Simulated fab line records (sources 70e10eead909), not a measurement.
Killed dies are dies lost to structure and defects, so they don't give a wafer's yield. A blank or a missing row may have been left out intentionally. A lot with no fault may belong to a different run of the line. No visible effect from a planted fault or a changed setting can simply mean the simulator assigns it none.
fab line records + flow nand-harc
record:
- lots: 13
- wafers: 37
- last-day: 25
route steps=1159 shown A_ZERO_WELL@404 A_ONON_D1@429 A_CHANNEL_HOLE_D1@463 END@1159
lots untouched by any fault: they come from a run of this same line in which no faults occurred
start-h: hours from the record's opening day to when the first of the lot's shown wafers began + wait-h: hours from the lot's prior step to this one + " unchanged from the row above + L1.1+2: several wafers, shown together as one row + - no value, or no start was given + * or withheld: withheld + < > ~ a bound
route shown NAME@n: names a module that has steps shown in the file, with the first one's number in the route + usual: mean/standard deviation taken from wafers without a fault + same: alike in all rows + chamber/n: place in a boat + sites: readings site by site + _std_site: the values' standard deviation + _edge_site: mean of outer sites minus mean of inner sites + radius-mm: for every site, how far away it sits from the centre of the wafer + mask NAME#n: copy n + behind: the last tool/chamber to shape the wafer + hold: why the lot was held/for how many hours/how that ended + device: the n, p or np transistor that did not switch + end of line: the same wafers' tests at the end of the route + for a step that has no rows: nothing shown but its recipe + killed: count of dies lost to structure and defects at first sort (not the wafer's yield) + map: a wafer's dies, marking killed ones x, the rest . and places with no die _
set.NAME: the setting as run; set.NAME@STEP: as run at that earlier step + model.NAME: the simulator's own value behind a step, which no gauge read
route steps across a sampled set of lots; one table per step, one row per wafer
services: the hour from which a tool's chamber was out of use, counted from the record's first day as start-h (under 0 if before that day), plus the number of hours and why
== steps ==
step: NHARC_A_ZERO_WELL_ETCH_19
recipe:
- target-depth-a: 800
- overetch-a: 240
- time-s: 87.88
- ion-energy-ev: 200
- n2-flow-sccm: 150
- h2-flow-sccm: 150
- ar-flow-sccm: 0
- rf-w: 400
- bias-w: 150
- chemistry: N2/H2
usual:
- drypump-motor-current-A: 5.7/0.54
- oes-product-au: 0.999/0.007
- rf-fwd-power-W: 397.2/1.4
- rf-vpp-V: 430.6/2.6
- showerhead-plenum-p-Torr: 2.05/0.089
- throttle-valve-pct: 14.171/0.0096
| lot.wafer | tool        | chamber | start-h | wait-h | drypump-motor-current-A | oes-product-au | rf-fwd-power-W | rf-hours-counter-h | rf-vpp-V | showerhead-plenum-p-Torr | throttle-valve-pct |
|-----------|-------------|---------|---------|--------|-------------------------|----------------|----------------|--------------------|----------|--------------------------|--------------------|
| L368.3    | rie-diel-12 | 1       | 149.12  | 0.1    | 5.5                     | 0.999          | 398.1          | 10                 | 429.6    | 1.96                     | 14.184             |
| L368.4    | "           | 0       | "       | "      | 5.9                     | 0.997          | 396.9          | 8                  | 425.9    | 1.90                     | 14.164             |
| L368.6    | "           | 1       | "       | "      | 5.4                     | 0.993          | 396.2          | -                  | 428.4    | 1.96                     | 14.172             |
| L367.1    | rie-diel-09 | 0       | 153.97  | 0.1    | 5.1                     | 1.010          | 395.8          | 7                  | 433.5    | 2.16                     | 14.169             |
| L367.2    | "           | 1       | "       | "      | 5.1                     | 1.006          | 393.4          | 8                  | 431.5    | 2.08                     | 14.162             |
| L367.6    | "           | 1       | "       | "      | 5.1                     | 1.009          | 394.5          | -                  | 431.6    | 2.08                     | 14.171             |
| L366.4    | rie-diel-09 | 1       | 156.58  | 0.1    | 5.1                     | 1.004          | 395.8          | 8                  | 432.1    | 2.08                     | 14.182             |
| L366.2    | "           | 2       | "       | "      | 6.4                     | 0.992          | 398.1          | 7                  | 428.5    | 1.95                     | 14.160             |
| L366.6    | "           | 2       | "       | "      | 6.5                     | 0.996          | 398.7          | -                  | 427.1    | 1.95                     | 14.174             |
| L369.4    | rie-diel-09 | 1       | 157.34  | 0.1    | 5.1                     | 1.005          | 399.9          | 8                  | 432.0    | 2.08                     | 14.172             |
| L369.3    | "           | 2       | "       | "      | 6.5                     | 0.999          | 397.2          | 7                  | 428.0    | 1.96                     | 14.172             |
| L369.5    | "           | 0       | "       | "      | 5.1                     | 0.999          | 398.9          | -                  | 433.0    | 2.16                     | 14.166             |
| L372.1    | rie-diel-09 | 3       | 175.90  | 0.1    | 5.4                     | 0.999          | 396.5          | 10                 | 431.7    | 2.06                     | 14.172             |
| L372.4    | "           | 0       | "       | "      | 5.1                     | 1.001          | 396.2          | 10                 | 434.2    | 2.16                     | 14.161             |
| L372.6    | "           | 0       | "       | "      | 5.1                     | 1.000          | 397.2          | -                  | 433.2    | 2.16                     | 14.156             |
| L375.4    | rie-diel-05 | 2       | 186.86  | 0.1    | 6.0                     | 0.994          | 397.8          | 1                  | 430.6    | 2.05                     | 14.176             |
| L375.1    | "           | 1       | "       | "      | 5.1                     | 0.993          | 396.4          | 1                  | 426.2    | 1.91                     | 14.185             |
| L377.2    | rie-diel-12 | 2       | 215.06  | 0.1    | 6.4                     | 0.988          | 395.9          | 0                  | 432.0    | 2.14                     | 14.163             |
| L377.1    | "           | 3       | "       | "      | 6.4                     | 1.012          | 395.2          | 0                  | 432.6    | 2.09                     | 14.152             |
| L377.4    | "           | 1       | "       | "      | 5.4                     | 1.006          | 398.6          | 0                  | 428.7    | 1.96                     | 14.182             |
| L379.3    | rie-diel-09 | 2       | 222.75  | 0.1    | 6.5                     | 0.998          | 399.4          | 15                 | 426.8    | 1.95                     | 14.173             |
| L379.4    | "           | 3       | "       | "      | 5.4                     | 0.998          | 398.7          | 15                 | 430.8    | 2.06                     | 14.185             |
| L382.2    | rie-diel-12 | 3       | 237.35  | 0.1    | 6.4                     | 1.003          | 396.6          | 1                  | 431.2    | 2.09                     | 14.171             |
| L382.4    | "           | 0       | "       | "      | 5.9                     | 1.000          | 396.8          | 2                  | 426.1    | 1.90                     | 14.179             |
| L382.6    | "           | 2       | "       | "      | 6.5                     | 0.982          | 399.7          | -                  | 431.9    | 2.14                     | 14.177             |
| L384.2    | rie-diel-05 | 2       | 253.28  | 0.1    | 6.0                     | 0.993          | 397.2          | 4                  | 432.1    | 2.05                     | 14.192             |
| L384.4    | "           | 3       | "       | "      | 5.6                     | 1.014          | 399.4          | 4                  | 434.7    | 2.20                     | 14.162             |
| L384.3    | "           | 1       | "       | "      | 5.1                     | 1.006          | 397.8          | 5                  | 424.6    | 1.91                     | 14.173             |
| L386.2    | rie-diel-05 | 2       | 260.87  | 0.1    | 6.0                     | 1.001          | 395.3          | 5                  | 431.7    | 2.05                     | 14.161             |
| L386.6    | "           | 0       | "       | "      | 5.8                     | 0.993          | 396.9          | -                  | 426.7    | 1.97                     | 14.163             |
| L386.5    | "           | 1       | "       | "      | 5.1                     | 0.999          | 395.5          | -                  | 427.2    | 1.91                     | 14.179             |
| L387.3    | rie-diel-09 | 3       | 268.52  | 0.1    | 5.4                     | 0.992          | 397.3          | 0                  | 430.7    | 2.06                     | 14.184             |
| L387.5    | "           | 2       | "       | "      | 6.5                     | 1.003          | 397.3          | -                  | 427.0    | 1.95                     | 14.175             |
| L387.4    | "           | 3       | "       | "      | 5.4                     | 0.992          | 398.4          | -                  | 431.6    | 2.06                     | 14.184             |
| L388.3    | rie-diel-12 | 3       | 269.50  | 0.1    | 6.4                     | 1.004          | 394.2          | 5                  | 432.4    | 2.09                     | 14.177             |
| L388.6    | "           | 1       | "       | "      | 5.4                     | 0.996          | 395.9          | -                  | 428.1    | 1.96                     | 14.160             |
| L388.4    | "           | 3       | "       | "      | 6.4                     | 1.013          | 396.8          | -                  | 430.3    | 2.09                     | 14.168             |
step: NHARC_A_ONON_D1_THK_MEAS_08
recipe:
- thk-meas-gauge: ellipsometry
usual:
- thk-nm: 1001/9.2
| lot.wafer | tool          | chamber | start-h | wait-h | thk-nm |
|-----------|---------------|---------|---------|--------|--------|
| L368.3    | film-metro-02 | -       | 172.77  | -      | 995    |
| L368.4    | "             | -       | "       | "      | 996    |
| L368.6    | "             | -       | "       | "      | 996    |
| L367.1    | film-metro-02 | -       | 178.08  | -      | 990    |
| L367.2    | "             | -       | "       | "      | 989    |
| L367.6    | "             | -       | "       | "      | 988    |
| L366.2    | film-metro-01 | -       | 178.08  | -      | 1000   |
| L366.4    | "             | -       | "       | "      | 998    |
| L366.6    | "             | -       | "       | "      | 998    |
| L369.3    | film-metro-01 | -       | 181.48  | -      | 1006   |
| L369.4    | "             | -       | "       | "      | 1003   |
| L369.5    | "             | -       | "       | "      | 1004   |
| L372.1    | film-metro-01 | -       | 201.25  | -      | 992    |
| L372.4    | "             | -       | "       | "      | 994    |
| L372.6    | "             | -       | "       | "      | 995    |
| L375.1    | film-metro-01 | -       | 212.51  | -      | 1013   |
| L375.4    | "             | -       | "       | "      | 1014   |
| L377.1    | film-metro-01 | -       | 238.48  | -      | 989    |
| L377.2    | "             | -       | "       | "      | 988    |
| L377.4    | "             | -       | "       | "      | 990    |
| L379.3    | film-metro-01 | -       | 245.16  | -      | 1005   |
| L379.4    | "             | -       | "       | "      | 1007   |
| L382.2    | film-metro-01 | -       | 259.13  | -      | 1008   |
| L382.4    | "             | -       | "       | "      | 1008   |
| L382.6    | "             | -       | "       | "      | 1010   |
| L384.2    | film-metro-01 | -       | 277.01  | -      | 999    |
| L384.3    | "             | -       | "       | "      | 999    |
| L384.4    | "             | -       | "       | "      | 999    |
| L386.2    | film-metro-01 | -       | 284.63  | -      | 1020   |
| L386.5    | "             | -       | "       | "      | 1021   |
| L386.6    | "             | -       | "       | "      | 1022   |
| L387.3    | film-metro-02 | -       | 293.71  | -      | 996    |
| L387.4    | "             | -       | "       | "      | 1000   |
| L387.5    | "             | -       | "       | "      | 998    |
| L388.3    | film-metro-01 | -       | 293.85  | -      | 1010   |
| L388.4    | "             | -       | "       | "      | 1009   |
| L388.6    | "             | -       | "       | "      | 1010   |
step: NHARC_A_ONON_D1_DEP_16
recipe:
- target-thk-a: 10000
- n2-flow-sccm: 2750
- n2o-flow-sccm: 2000
- nh3-flow-sccm: 500
- sih4-flow-sccm: 210
- temp-c: 400
| lot.wafer  | tool          | chamber | start-h | wait-h |
|------------|---------------|---------|---------|--------|
| L368.3+4+6 | pecvd-onon-02 | 0       | 181.52  | 0.2    |
| L367.1+2+6 | pecvd-onon-04 | 0       | 185.79  | 0.1    |
| L366.2+4+6 | pecvd-onon-03 | 0       | 185.85  | 0.1    |
| L369.3+4+5 | pecvd-onon-03 | 0       | 189.37  | 0.2    |
| L372.1+4+6 | pecvd-onon-03 | 0       | 211.12  | 0.1    |
| L375.1+4   | pecvd-onon-03 | 0       | 223.33  | 0.1    |
| L377.1+2+4 | pecvd-onon-03 | 0       | 246.32  | 0.1    |
| L379.3+4   | pecvd-onon-03 | 0       | 252.99  | 0.2    |
| L382.2+4+6 | pecvd-onon-02 | 0       | 268.33  | 0.1    |
| L384.2+3+4 | pecvd-onon-02 | 0       | 284.82  | 0.1    |
| L386.2+5+6 | pecvd-onon-04 | 0       | 292.48  | 0.2    |
| L387.3+4+5 | pecvd-onon-03 | 0       | 307.79  | 0.2    |
| L388.3+4+6 | pecvd-onon-04 | 0       | 307.79  | 0.2    |
step: NHARC_A_ONON_D1_THK_MEAS_18
recipe:
- thk-meas-gauge: ellipsometry
usual:
- thk-nm: 997/11
| lot.wafer | tool          | chamber | start-h | wait-h | thk-nm |
|-----------|---------------|---------|---------|--------|--------|
| L368.3    | film-metro-01 | -       | 181.92  | -      | 997    |
| L368.4    | "             | -       | "       | "      | 995    |
| L368.6    | "             | -       | "       | "      | 997    |
| L367.1    | film-metro-02 | -       | 186.29  | -      | 1007   |
| L367.2    | "             | -       | "       | "      | 1006   |
| L367.6    | "             | -       | "       | "      | 1008   |
| L366.2    | film-metro-01 | -       | 186.30  | -      | 985    |
| L366.4    | "             | -       | "       | "      | 984    |
| L366.6    | "             | -       | "       | "      | 987    |
| L369.3    | film-metro-01 | -       | 189.77  | -      | 1010   |
| L369.4    | "             | -       | "       | "      | 1009   |
| L369.5    | "             | -       | "       | "      | 1010   |
| L372.1    | film-metro-02 | -       | 211.63  | -      | 980    |
| L372.4    | "             | -       | "       | "      | 979    |
| L372.6    | "             | -       | "       | "      | 980    |
| L375.1    | film-metro-02 | -       | 223.84  | -      | 615    |
| L375.4    | "             | -       | "       | "      | 983    |
| L377.1    | film-metro-02 | -       | 246.83  | -      | 623    |
| L377.2    | "             | -       | "       | "      | 989    |
| L377.4    | "             | -       | "       | "      | 993    |
| L379.3    | film-metro-02 | -       | 253.39  | -      | 624    |
| L379.4    | "             | -       | "       | "      | 992    |
| L382.2    | film-metro-01 | -       | 268.79  | -      | 1002   |
| L382.4    | "             | -       | "       | "      | 1003   |
| L382.6    | "             | -       | "       | "      | 1001   |
| L384.2    | film-metro-01 | -       | 285.29  | -      | 1017   |
| L384.3    | "             | -       | "       | "      | 1016   |
| L384.4    | "             | -       | "       | "      | 1014   |
| L386.2    | film-metro-01 | -       | 292.93  | -      | 1006   |
| L386.5    | "             | -       | "       | "      | 1007   |
| L386.6    | "             | -       | "       | "      | 1005   |
| L387.3    | film-metro-02 | -       | 308.18  | -      | 1004   |
| L387.4    | "             | -       | "       | "      | 1003   |
| L387.5    | "             | -       | "       | "      | 1004   |
| L388.3    | film-metro-02 | -       | 308.19  | -      | 982    |
| L388.4    | "             | -       | "       | "      | 982    |
| L388.6    | "             | -       | "       | "      | 982    |
step: NHARC_A_CHANNEL_HOLE_D1_OVL_MEAS_11
usual:
- overlay-x-nm: -0.1/0.82
- overlay-y-nm: 0.0/1
| lot.wafer | tool       | chamber | start-h | wait-h | overlay-x-nm | overlay-y-nm |
|-----------|------------|---------|---------|--------|--------------|--------------|
| L368.3    | overlay-01 | -       | 187.56  | -      | 0.2          | -0.4         |
| L368.4    | "          | -       | "       | "      | -0.3         | -0.4         |
| L368.6    | "          | -       | "       | "      | -0.4         | -0.5         |
| L367.1    | overlay-02 | -       | 192.41  | -      | -0.3         | 0.2          |
| L367.2    | "          | -       | "       | "      | 0.0          | 0.5          |
| L367.6    | "          | -       | "       | "      | 0.1          | 0.2          |
| L366.2    | overlay-01 | -       | 193.43  | -      | -0.5         | 0.5          |
| L366.4    | "          | -       | "       | "      | -0.8         | 0.1          |
| L366.6    | "          | -       | "       | "      | -0.7         | 0.3          |
| L369.3    | overlay-02 | -       | 195.31  | -      | 0.3          | -2.1         |
| L369.4    | "          | -       | "       | "      | -0.3         | -2.3         |
| L369.5    | "          | -       | "       | "      | 0.6          | -2.3         |
| L372.1    | overlay-02 | -       | 217.37  | -      | -0.5         | -0.3         |
| L372.4    | "          | -       | "       | "      | -0.5         | -0.5         |
| L372.6    | "          | -       | "       | "      | -0.2         | 0.0          |
| L375.4    | overlay-01 | -       | 231.42  | -      | -1.5         | -0.9         |
| L377.2    | overlay-01 | -       | 254.18  | -      | 1.7          | 0.1          |
| L377.4    | "          | -       | "       | "      | 1.6          | 0.1          |
| L379.4    | overlay-01 | -       | 259.13  | -      | 0.3          | 1.3          |
| L382.2    | overlay-01 | -       | 274.28  | -      | -0.7         | -1.0         |
| L382.4    | "          | -       | "       | "      | -0.6         | -0.6         |
| L382.6    | "          | -       | "       | "      | -0.4         | -1.5         |
| L384.2    | overlay-01 | -       | 291.16  | -      | -0.1         | -0.2         |
| L384.3    | "          | -       | "       | "      | 0.2          | -0.2         |
| L384.4    | "          | -       | "       | "      | -0.4         | -0.6         |
| L386.2    | overlay-02 | -       | 298.86  | -      | -0.6         | 1.4          |
| L386.5    | "          | -       | "       | "      | -0.6         | 0.8          |
| L386.6    | "          | -       | "       | "      | 0.2          | 0.9          |
| L388.3    | overlay-02 | -       | 314.11  | -      | 1.0          | -0.9         |
| L388.4    | "          | -       | "       | "      | 1.0          | -0.6         |
| L388.6    | "          | -       | "       | "      | 1.0          | -0.6         |
| L387.3    | overlay-02 | -       | 314.53  | -      | -0.4         | -1.3         |
| L387.4    | "          | -       | "       | "      | -0.2         | -0.8         |
| L387.5    | "          | -       | "       | "      | -0.2         | -1.1         |
step: NHARC_END_SORT_01
recipe:
- temp-c: 25
usual:
- killed-at-array: 27/11
- killed-at-other: 0.7/0.93
- killed-at-periphery: 2.9/1.9
- killed-dies: 30/11
- killed-open: 3.1/1.7
- killed-short: 1.9/1.3
same:
- gross-dies: 677
| lot.wafer | tool      | chamber | start-h | wait-h | killed-at-array | killed-at-other | killed-at-periphery | killed-dies | killed-open | killed-short |
|-----------|-----------|---------|---------|--------|-----------------|-----------------|---------------------|-------------|-------------|--------------|
| L375.1    | prober-01 | 0       | 490.04  | 2.5    | 677             | 0               | 0                   | 677         | 3           | 2            |
| L375.4    | prober-01 | 0       | 492.44  | 3.4    | 24              | 0               | 0                   | 24          | 2           | 3            |
| L377.1    | prober-02 | 0       | 506.50  | 2.5    | 676             | 0               | 1                   | 677         | 4           | 0            |
| L377.2    | prober-02 | 0       | 507.29  | 2.8    | 35              | 0               | 2                   | 37          | 3           | 2            |
| L377.4    | prober-02 | 0       | 508.87  | 3.4    | 30              | 0               | 3                   | 33          | 7           | 2            |
| L379.3    | prober-01 | 0       | 536.01  | 3.0    | 677             | 0               | 0                   | 677         | 1           | 3            |
| L379.4    | prober-01 | 0       | 536.80  | 3.4    | 25              | 1               | 0                   | 26          | 2           | 0            |
killed by level:class
L375.1 A_ONON_D1:area-dep=647 A_CHANNEL_HOLE_D1:chamber-film-flake=11 A_STAIRCASE:chamber-film-flake=9 A_CHANNEL_FILL_D1:geometric-particle:short=2 A_CONTACT:chamber-film-flake=2 A_ONON_D1:geometric-particle:open=1 A_CHANNEL_FILL_D1:geometric-particle:open=1 A_BLC:geometric-particle:open=1
L375.4 A_CHANNEL_HOLE_D1:chamber-film-flake=10 A_STAIRCASE:chamber-film-flake=6 A_BLC:chamber-film-flake=2 A_CHANNEL_FILL_D1:geometric-particle:short=1 A_SGD_CUT:geometric-particle:short=1 A_WL_FILL:geometric-particle:open=1 A_CONTACT:geometric-particle:short=1 A_BLC:geometric-particle:open=1
L377.1 A_ONON_D1:area-dep=651 A_CHANNEL_HOLE_D1:chamber-film-flake=19 A_CONTACT:geometric-particle:open=3 P_M0:geometric-particle:open=1 A_STAIRCASE:chamber-film-flake=1 A_SGD_CUT:chamber-film-flake=1 A_CONTACT:chamber-film-flake=1
L377.2 A_CHANNEL_HOLE_D1:chamber-film-flake=23 A_ZERO_WELL:chamber-film-flake=3 A_CONTACT:chamber-film-flake=3 A_SGD_CUT:chamber-film-flake=2 P_CONTACT:geometric-particle:open=1 P_M0:geometric-particle:short=1 A_CHANNEL_FILL_D1:geometric-particle:short=1 A_CONTACT:geometric-particle:open=1
L377.4 A_CHANNEL_HOLE_D1:chamber-film-flake=15 A_ZERO_WELL:chamber-film-flake=3 A_CONTACT:chamber-film-flake=3 A_CONTACT:geometric-particle:open=2 P_CONTACT:geometric-particle:open=1 P_M0:geometric-particle:short=1 P_M0:geometric-particle:open=1 A_ONON_D1:geometric-particle:open=1
L379.3 A_ONON_D1:area-dep=654 A_CHANNEL_HOLE_D1:chamber-film-flake=14 A_WL_FILL:geometric-particle:short=2 A_ZERO_WELL:chamber-film-flake=2 A_CONTACT:chamber-film-flake=2 A_STAIRCASE:geometric-particle:short=1 A_CONTACT:geometric-particle:open=1 A_WL_FILL:chamber-film-flake=1
L379.4 A_CHANNEL_HOLE_D1:chamber-film-flake=18 A_CONTACT:chamber-film-flake=3 A_STAIRCASE:chamber-film-flake=2 A_WL_FILL:geometric-particle:open=1 A_CONTACT:geometric-particle:open=1 THIN_TSV:chamber-film-flake=1
== services ==
| tool          | chamber | start-h | hours | kind   |
|---------------|---------|---------|-------|--------|
| rie-diel-09   | 0       | 135.10  | -     | clean  |
| rie-diel-09   | 1       | 135.10  | -     | clean  |
| rie-diel-09   | 2       | 135.10  | -     | clean  |
| rie-diel-09   | 3       | 135.10  | -     | clean  |
| rie-diel-09   | 0       | 148.17  | 5.7   | repair |
| rie-diel-05   | -       | 151.26  | 0.7   | repair |
| pecvd-onon-03 | -       | 153.00  | 13.0  | pm     |
| rie-diel-12   | -       | 156.34  | 1.7   | repair |
| rie-diel-09   | 0       | 159.60  | -     | clean  |
| rie-diel-05   | -       | 163.60  | 9.0   | pm     |
| rie-diel-12   | 2       | 178.02  | 6.2   | repair |
| rie-diel-05   | -       | 188.75  | 0.4   | repair |
| rie-diel-12   | -       | 202.40  | 9.0   | pm     |
| pecvd-onon-03 | -       | 223.76  | 8.2   | repair |
| pecvd-onon-04 | -       | 237.20  | 13.0  | pm     |
| rie-diel-09   | -       | 248.29  | 1.1   | repair |
| rie-diel-09   | 0       | 251.52  | 14.6  | repair |
| rie-diel-09   | -       | 254.10  | 9.0   | pm     |
| rie-diel-05   | 1       | 261.79  | 72.8  | repair |
| rie-diel-09   | 0       | 268.06  | 16.5  | repair |
| rie-diel-12   | 2       | 269.18  | 3.9   | repair |
| rie-diel-12   | 1       | 270.44  | 6.8   | repair |
| rie-diel-09   | 2       | 284.76  | 7.0   | repair |
| pecvd-onon-02 | -       | 292.00  | 13.0  | pm     |
== key ==
first-sign:
- step: NHARC_A_ONON_D1_THK_MEAS_18
- reading: thk-nm
- direction: down
- sigmas: 34
- usual: 997
- struck: 621
effect:
- step: NHARC_END_SORT_01
- reading: killed-at-array
- direction: up
- sigmas: 59
- usual: 27
- struck: 677
more-kills-born-at:
- NHARC_A_ONON_D1_DEP_16@pecvd-onon-03: 1952
met-at NHARC_A_ONON_D1_DEP_16
struck-lots L375,L377,L379
struck-wafers L375.1,L377.1,L379.3
later-rows-left-out L375.1,L377.1,L379.3
tester-left-out L375,L377,L379
not-acting-at NHARC_A_ZERO_WELL_ETCH_19,NHARC_A_ONON_D1_THK_MEAS_08,NHARC_A_CHANNEL_HOLE_D1_OVL_MEAS_11
onset-between 211.12 223.33
fault:
- kind: process-parameter-drift
- tool: pecvd-onon-03
- chamber: -
- onset-h: 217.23
- steps: NHARC_A_ONON_D1_DEP_16
- channel: target-thk-a
- offset: *
- shape: step
- end-h: 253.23
- scope: struck-wafers-only
- acts-in: *
- stated: *
tester-left-out: of these lots the tester's yield and bins aren't shown, on N5 and GAA mostly nor the transistor test; their killed dies are dies lost to structure and defects alone, not to doping, threshold or leakage, so they don't give the yield
later-rows-left-out: the simulator's readings of these wafers behind a module that went badly wrong aren't trusted and aren't shown, but for the sort
